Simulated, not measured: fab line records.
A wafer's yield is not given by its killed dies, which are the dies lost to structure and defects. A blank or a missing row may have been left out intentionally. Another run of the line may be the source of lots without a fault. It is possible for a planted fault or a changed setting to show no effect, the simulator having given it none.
A struck lot beside a sound one / flow nand_harc / 15 out of 1302 route steps
Sound: these wafers, L531.1, L531.3, L531.6. Wafers L542.1, L542.4, L542.5 were the ones struck. At the end, the cause is stated.
At each step with rows: each side's tool, then ch and its chambers, then its first start. Under that, the readings that differ: sound wafers / struck wafers / difference of the means / sigmas: that difference in standard deviations of wafers without a fault.
alike: a reading whose means differ by less than 2 such deviations, as well as words and numbers matching on both sides. not compared: withheld readings; readings where some wafer has no value; bounds like >300 that might hide an equal value; numbers whose values overlap and for which the record gives no deviation.
The two part at a step that has a row with sigmas, a row that says differs or no value, or rows on one side only. Numbers that have no deviation but don't overlap get no sigmas and don't part them. A reading that every wafer of one side lacks parts them only if that side has two wafers or more.

first, 1 step without rows for these wafers: NHARC_A_CHANNEL_HOLE_D1_ETCH_44 (etches the open film in CF4/O2, target depth 140 nm, overetch 14 nm, time 77 s).
NHARC_A_CHANNEL_HOLE_D1_STRIP_27: strips in O2.
  sound on rie_diel-12 ch 0,1,3; struck on rie_diel-11 ch 0,1,3
  alike: drypump_motor_current_A, mfc_ar_sccm, oes_product_au, rf_vpp_V, showerhead_plenum_p_Torr, throttle_valve_pct
  not compared: rf_hours_counter_h
then, 2 steps without rows for these wafers: NHARC_A_CHANNEL_HOLE_D1_PRECLEAN_28 (cleans in SC1); NHARC_A_CHANNEL_HOLE_D1_SRD_29.
NHARC_A_CHANNEL_HOLE_D1_CD_MEAS_30:
  sound on cd_sem-03, day 10 04:28; struck on cd_sem-01, day 14 19:45
  alike: cd_nm
NHARC_A_CHANNEL_HOLE_D1_XSEM_31:
  sound on xsem-02 ch 0, day 10 04:34; struck on xsem-01 ch 0, day 14 19:50
  alike: bot_cd_nm, bow_nm, tilt_deg
NHARC_A_CHANNEL_HOLE_D1_INSPECT_40:
  sound on defect_inspect-01, day 10 04:40; struck on defect_inspect-01, day 14 19:57
  alike: raw_defect_count
then, 2 steps without rows for these wafers: NHARC_A_CHANNEL_FILL_D1_PRECLEAN_00 (cleans in SC1); NHARC_A_CHANNEL_FILL_D1_SRD_01.
NHARC_A_CHANNEL_FILL_D1_ALD_02: deposits SiO2, target thk 6 nm, pulse time 10 s, ald cycles 60.
  sound on ald_hk-04 ch 0,3, day 10 04:52; struck on ald_hk-01 ch 0,2, day 14 20:08
reading=heater_power_w (W); sound=446 486 441; struck=481 616 616; difference=+113; sigmas=+2
  alike: precursor_pulse_height_rel, susceptor_temp_C
then, 1 step without rows for these wafers: NHARC_A_CHANNEL_FILL_D1_ALD_03 (deposits SiNx, target thk 6 nm, pulse time 60 s, ald cycles 58).
NHARC_A_CHANNEL_FILL_D1_ALD_14: deposits SiO2, target thk 2.5 nm, pulse time 10 s, ald cycles 25.
  sound on ald_hk-04 ch 2,3, day 10 11:55; struck on ald_hk-03 ch 1,3, day 15 02:01
  alike: heater_power_w, precursor_pulse_height_rel, susceptor_temp_C
NHARC_A_CHANNEL_FILL_D1_ALD_15: deposits SiNx, target thk 2 nm, pulse time 60 s, ald cycles 19.
  sound on ald_sin_batch-02 ch 0, day 10 15:02; struck on ald_sin_batch-02 ch 0, day 15 06:28
reading=susceptor_temp_C (C); sound=629.15 629.51 629.26; struck=665.73 666.15 665.86; difference=+36.61; sigmas=+99 or more
  alike: precursor_pulse_height_rel
NHARC_A_CHANNEL_FILL_D1_ALD_16: deposits SiO2, target thk 1.5 nm, pulse time 10 s, ald cycles 15.
  sound on ald_hk-01 ch 1,2,3, day 10 17:06; struck on ald_hk-01 ch 0,3, day 15 08:31
  alike: heater_power_w, precursor_pulse_height_rel, susceptor_temp_C
-- the record jumps here: 15 days lie between the struck wafers' starts before and after (it left off in module A_CHANNEL_FILL_D1 and takes up again in module END, whose first step shown is number 1302 of the route) --
NHARC_END_SORT_01:
  sound on prober-01 ch 0, day 25 15:10; struck on prober-01 ch 0, day 30 16:33
  alike: killed_at_array, killed_at_other, killed_at_periphery, killed_dies, killed_open, killed_short

== WHERE THEY PART ==
Earliest at NHARC_A_CHANNEL_FILL_D1_ALD_02; latest, in this record, at NHARC_A_CHANNEL_FILL_D1_ALD_15. Later steps at which nothing parts them and some readings are alike: NHARC_A_CHANNEL_FILL_D1_ALD_16, NHARC_END_SORT_01.

WHY: whatever the simulator had introduced
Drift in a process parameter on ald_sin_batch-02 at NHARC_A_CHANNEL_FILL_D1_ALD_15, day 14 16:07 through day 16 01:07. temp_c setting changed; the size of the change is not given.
